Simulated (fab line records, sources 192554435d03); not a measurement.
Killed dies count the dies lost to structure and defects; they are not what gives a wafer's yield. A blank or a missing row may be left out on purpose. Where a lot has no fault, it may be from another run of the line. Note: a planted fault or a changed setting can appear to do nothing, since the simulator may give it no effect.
fab line records    flow n5-finfet
[record] lots = 5  wafers = 15  last-day = 16
route steps=1938 shown BEOL_M11@1593 BEOL_M12@1602
lots with no fault: from the same line, run without faults
start-h: start of the lot's first displayed wafer, in hours after the record's first day    wait-h: how many hours have passed since the lot's step before this one    " identical to the entry in the row above    L1.1+2: one row covering several wafers at once    - no value, or no start given    * or withheld: withheld    < > ~ a bound
route shown NAME@n: NAME is a module with steps in the file, n the number in the route of the first one    usual: the fault-free wafers' mean and standard deviation    same: alike in all rows    chamber/n: place in a boat    sites: the reading at each site    _std_site: the standard deviation of these    _edge_site: the outer-site mean with the inner-site mean subtracted    radius-mm: for every site, how far away it sits from the centre of the wafer    mask NAME#n: copy n    behind: the most recent tool/chamber to have shaped the wafer    hold: cause of the lot's hold/its duration in hours/its outcome    device: names the non-switching transistor (n, p or np)    end of line: tests run on the same wafers once the route is complete    where a step has no rows: the recipe by itself    killed: dies that structure and defects cost at the first sort, which is not the same as the wafer's yield    map: the dies of a wafer, with x for killed, . for not killed, _ for no die there
set.NAME: the run value of the setting; set.NAME@STEP: its run value at that earlier step    model.NAME: the simulator's own value behind a step, which no gauge read
lots at selected steps of the route; one table per step, one row per wafer
services: from which hour (start-h, from the record's first day; less than 0 if before it) a tool's chamber was out of use, for how many hours, and why
[[steps]]
[step N5_BEOL_M11_SPUTTER_48]
[recipe] material = Cu  target-thk-a = 120  temp-c = -20  bias-v = 60  power-w = 26000  chamber-pressure-pa = 0.13  time-s = 2
[step N5_BEOL_M11_ECD_50]
[recipe] material = Cu  target-thk-a = 3180
[step N5_BEOL_M11_ANNEAL_51]
[recipe] temp-c = 225  time-s = 90  ambient = N2
[step N5_BEOL_M11_CMP_52]
[recipe] stop-on = SiCOH_lowk  t-overpolish-s = 7  down-force-psi = 1  platen-rpm = 50  clearing-platen-down-force-psi = 1.5  clearing-platen-rpm = 50  post-cmp-clean = cu-alkaline  target-thk-nm = 140  clearing-platen-pad-velocity-m-s = 0.99484  pad-velocity-m-s = 0.99484
[step N5_BEOL_M11_PRE_CLEAN_55]
[recipe] gas = NH3  time-s = 15  temp-c = withheld  rf-power-w = 300
[step N5_BEOL_M11_DEP_56]
[recipe] material = SiCN  target-thk-a = 300  temp-c = withheld  precursor = 3MS/NH3  pressure-torr = 3  rf-w = 675  time-s = 10.5
[step N5_BEOL_M12_ILD_DEP_00]
[recipe] material = SiOC  target-thk-a = 6589.2  temp-c = 350  precursor = DEMS/O2  pressure-torr = 5  rf-w = 500  time-s = 130.7
[step N5_BEOL_M12_COAT_58]
[recipe] resist = BARC  temp-c = 205  time-s = 60  spin-rpm = 1500  resist-thk-nm = 89
[step N5_BEOL_M12_COAT_04]
[recipe] spin-rpm = 1625  resist-thk-nm = 400
[usual] chill-plate-temp-C = 23.02/0.12  spin-speed-rpm = 1625.0/1.1
lot.wafer  tool            chamber  start-h  wait-h  chill-plate-temp-C  spin-speed-rpm  model.coat_of_BEOL_M12_COAT_04.thk-nm
L209.2     litho-track-05  0        258.85   -       23.08               1622.9          399
L209.4     "               0        "        "       23.07               1626.1          400
L209.6     "               0        "        "       23.07               1624.8          400.6
L210.3     litho-track-05  0        260.58   -       22.89               1454.9          421.8
L210.5     "               0        "        "       23.00               1455.2          422
L210.6     "               0        "        "       23.09               1455.2          422.2
L214.1     litho-track-05  0        290.10   -       22.80               1455.9          423.8
L214.2     "               0        "        "       22.92               1456.8          422.6
L214.5     "               0        "        "       23.05               1455.6          423.8
L217.1     litho-track-05  0        302.31   -       22.91               1455.8          423.2
L217.2     "               0        "        "       22.88               1457.1          425
L217.6     "               0        "        "       22.94               1455.1          424.6
L222.2     litho-track-04  0        336.51   -       23.02               1624.8          400.8
L222.5     "               0        "        "       23.02               1622.6          400.8
L222.6     "               0        "        "       23.18               1623.9          400.2
[step N5_BEOL_M12_EBR_06]
[recipe] solvent = PGMEA  ebr-width-mm = 1.5
[step N5_BEOL_M12_SOFTBAKE_05]
[recipe] temp-c = 130  time-s = 60
[step N5_BEOL_M12_EXPOSE_07]
[recipe] mask-id = V11  na = 0.93  source-shape = conventional  sigma-outer = 0.6  polarization = unpolarized  attpsm-phase-deg = 180  dose-mj = 32.5
[step N5_BEOL_M12_PEB_08]
[recipe] peb-temp-c = 130  peb-time-s = 90
[step N5_BEOL_M12_DEVELOP_09]
[recipe] develop-time-s = 45  rinse-liquid = diw  dry = air-spin  dev-temp-c = 21
[step N5_BEOL_M12_HARDBAKE_14]
[recipe] temp-c = 130  time-s = 120
[step N5_BEOL_M12_DESCUM_15]
[recipe] chemistry = O2  time-s = 7.9  source-power-w = 50  bias-power-w = 20  pressure-mtorr = 20  rf-frequency-hz = 2.712e+07  temp-c = 40  o2-flow-sccm = 225
[step N5_BEOL_M12_ETCH_59]
[recipe] chemistry = N2/H2  target = BARC  target-depth-a = 890  overetch-a = 267  time-s = 67.9  ion-energy-ev = 200  pressure-mtorr = 30  source-w = 840  bias-w = 150  n2-flow-sccm = 200  h2-flow-sccm = 200
[step N5_BEOL_M12_VIA_ETCH_16]
[recipe] chemistry = C4F8/O2/Ar  target = SiOC  pressure-mtorr = 30  source-w = 3000  bias-w = 700  Ar_flow_sccm = 400  C4F8_flow_sccm = 15  O2_flow_sccm = 8  he-inner-torr = 15  he-outer-torr = 30  target-depth-a = 7248  time-s = withheld  ion-energy-ev = 250  ends = cleared
[usual] C4F8_flow_sccm = 15.00/0.045  drypump-motor-current-A = 5.8/0.5  oes-product-au = 0.68/0.069  rf-vpp-V = 666.1/2.2  showerhead-plenum-p-Torr = 3.44/0.063  throttle-valve-pct = 24.3/0.35
lot.wafer  tool         chamber  start-h  wait-h  C4F8_flow_sccm  drypump-motor-current-A  oes-product-au  rf-vpp-V  showerhead-plenum-p-Torr  throttle-valve-pct  model.coat_of_BEOL_M12_COAT_04.thk-nm
L209.2     rie-diel-05  1        259.42   0.0     14.97           6.2                      0.72            668.4     3.45                      24.5                124
L209.4     "            2        "        "       14.96           4.9                      0.64            667.7     3.50                      23.8                120.6
L209.6     "            1        "        "       14.93           6.2                      0.72            666.5     3.45                      24.4                122.2
L210.3     rie-diel-02  3        261.21   0.0     14.98           5.9                      0.66            664.8     3.41                      24.6                145.2
L210.5     "            2        "        "       14.99           5.1                      0.63            664.9     3.41                      24.8                146.6
L210.6     "            3        "        "       15.07           5.9                      0.65            665.1     3.41                      24.6                144
L214.1     rie-diel-05  2        290.66   0.0     14.93           4.9                      0.63            667.1     3.50                      23.9                149.6
L214.2     "            3        "        "       15.04           5.5                      0.69            669.9     3.55                      24.0                147.8
L214.5     "            3        "        "       14.93           5.5                      0.70            668.3     3.55                      24.0                147.4
L217.1     rie-diel-02  0        302.87   0.0     15.02           6.5                      0.72            669.9     3.55                      24.2                148.8
L217.2     "            2        "        "       15.00           5.1                      0.62            664.7     3.40                      24.8                155.8
L217.6     "            0        "        "       15.02           6.5                      0.72            668.7     3.55                      24.2                144.4
L222.2     rie-diel-05  1        337.08   0.0     14.99           6.2                      0.69            666.1     3.44                      24.5                124.4
L222.5     "            1        "        "       15.03           6.2                      0.70            665.3     3.44                      24.5                123.6
L222.6     "            2        "        "       15.01           4.9                      0.63            667.6     3.49                      23.9                123
[step N5_BEOL_M12_STRIP_63]
[recipe] chemistry = N2/H2  power-w = 1000  temp-c = 250  h2-frac = 0.65  overash-fraction = 0.3  pressure-mtorr = 1000  n2-flow-sccm = 1750  h2-flow-sccm = 3250
[usual] drypump-motor-current-A = 5.5/0.37  heater-power-w = 305/11  oes-product-au = 0.693/0.0046  strip-time-to-endpoint-s = 42.6/0.81
lot.wafer  tool             chamber  start-h  wait-h  drypump-motor-current-A  heater-power-w  oes-product-au  rf-hours-counter-h  strip-time-to-endpoint-s
L209.2     plasma-asher-01  0        259.62   -       5.0                      294             0.693           77                  42.7
L209.4     "                0        "        "       4.9                      285             0.698           -                   41.8
L209.6     "                1        "        "       5.3                      297             0.686           -                   42.3
L210.3     plasma-asher-01  1        261.43   -       5.3                      300             0.705           -                   48.4
L210.5     "                1        "        "       5.3                      303             0.700           -                   48.8
L210.6     "                0        "        "       5.0                      291             0.706           -                   48.1
L214.1     plasma-asher-01  1        290.86   -       5.3                      302             0.702           83                  49.6
L214.2     "                0        "        "       4.9                      299             0.704           83                  49.1
L214.5     "                0        "        "       5.0                      292             0.706           -                   49.0
L217.1     plasma-asher-02  0        303.07   -       5.8                      322             0.703           126                 49.3
L217.2     "                1        "        "       5.8                      303             0.697           126                 51.2
L217.6     "                0        "        "       5.8                      324             0.698           -                   48.2
L222.2     plasma-asher-02  1        337.48   -       5.8                      313             0.696           133                 42.8
L222.5     "                1        "        "       5.8                      308             0.690           -                   42.7
L222.6     "                0        "        "       5.8                      322             0.695           -                   42.5
[step N5_BEOL_M12_STRIP_64]
[recipe] chemistry = N2/H2  power-w = 1000  temp-c = 250  h2-frac = 0.65  overash-fraction = 0.3  pressure-mtorr = withheld  n2-flow-sccm = 1750  h2-flow-sccm = 3250
[[services]]
tool             chamber  start-h  hours  kind
plasma-asher-02  -        239.34   2.8    pm
rie-diel-02      1        251.75   -      clean
rie-diel-02      1        251.75   -      consumable-replace:focus-ring
rie-diel-02      1        251.75   19.5   scheduled-down
rie-diel-02      1        251.75   19.5   vent-cycle
plasma-asher-01  -        265.42   1.4    repair
rie-diel-05      3        300.97   6.5    repair
rie-diel-02      0        313.14   13.1   repair
plasma-asher-01  -        316.74   2.5    repair
plasma-asher-01  -        330.66   14.6   pm
[[key]]
[first-sign] step = N5_BEOL_M12_COAT_04  reading = spin-speed-rpm  direction = down  sigmas = 99+  usual = *  struck = *
[effect] step = N5_BEOL_M12_STRIP_63  reading = strip-time-to-endpoint-s  direction = up  sigmas = 7.9  usual = *  struck = *
[model-effect] step = N5_BEOL_M12_COAT_04  value = coat_of_BEOL_M12_COAT_04.thk-nm  without = 400.6  struck = 423.2
[model-effect] step = N5_BEOL_M12_VIA_ETCH_16  value = coat_of_BEOL_M12_COAT_04.thk-nm  without = 125.1  struck = 147.7
met-at N5_BEOL_M12_COAT_04
struck-wafers L210.3,L210.5,L210.6,L214.1,L214.2,L214.5,L217.1,L217.2,L217.6
onset-between 258.85 260.58
[fault] kind = process-parameter-drift  tool = litho-track-05  chamber = -  onset-h = 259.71  steps = N5_BEOL_M12_COAT_04  channel = spin-rpm  offset = *  shape = step  end-h = 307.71  acts-in = *  stated = *
